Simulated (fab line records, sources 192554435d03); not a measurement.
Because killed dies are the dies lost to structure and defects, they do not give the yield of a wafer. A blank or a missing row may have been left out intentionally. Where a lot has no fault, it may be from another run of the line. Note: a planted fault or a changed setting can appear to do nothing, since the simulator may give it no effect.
Chamber matching	flow n5Finfet	pecvd-02 running N5_BEOL_M5_PECVD_70: 3 sister chambers
The step deposits SiO2 from TEOS/O2, target thk 16 nm, time 18 s. 3 wafers are shown with their chamber, then 10 later ones without.

== WAFERS WITH THEIR CHAMBER ==
wafer	chamber	showerheadPlenumPTorr (Torr)
L089.4	1	8.68
L090.2	2	8.79
L090.4	0	8.70

== WAFERS WHOSE CHAMBER IS MISSING ==
wafer	showerheadPlenumPTorr (Torr)
L090.5	8.80
L093.3	8.79
L093.5	8.78
L093.6	8.70
L097.1	8.79
L097.2	8.71
L097.6	8.67
L094.1	8.70
L094.2	8.78
L094.6	8.70

== EACH ONE'S CHAMBER ==
wafer	from the rows above	in truth
L090.5	2	2
L093.3	2	2
L093.5	2	2
L093.6	0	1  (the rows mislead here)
L097.1	2	2
L097.2	0	0
L097.6	1	1
L094.1	0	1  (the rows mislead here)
L094.2	2	2
L094.6	0	0
Correct placement for 8 of the 10. Left unplaced by these rows: 0. Number placed wrongly: 2.
How it was worked out, from the rows above alone: a wafer's distance from a chamber is the root of the sum, over the readings, of the square of ((its reading less the chamber's mean) divided by the reading's scatter). The wafer belongs to the nearest chamber; if the next one is less than 2 further off, it can't be placed. A chamber's mean is the mean of its shown wafers. The scatter (one wafer shown for each chamber): square how far every hidden wafer sits from the nearest shown wafer, average those squares and take the square root.
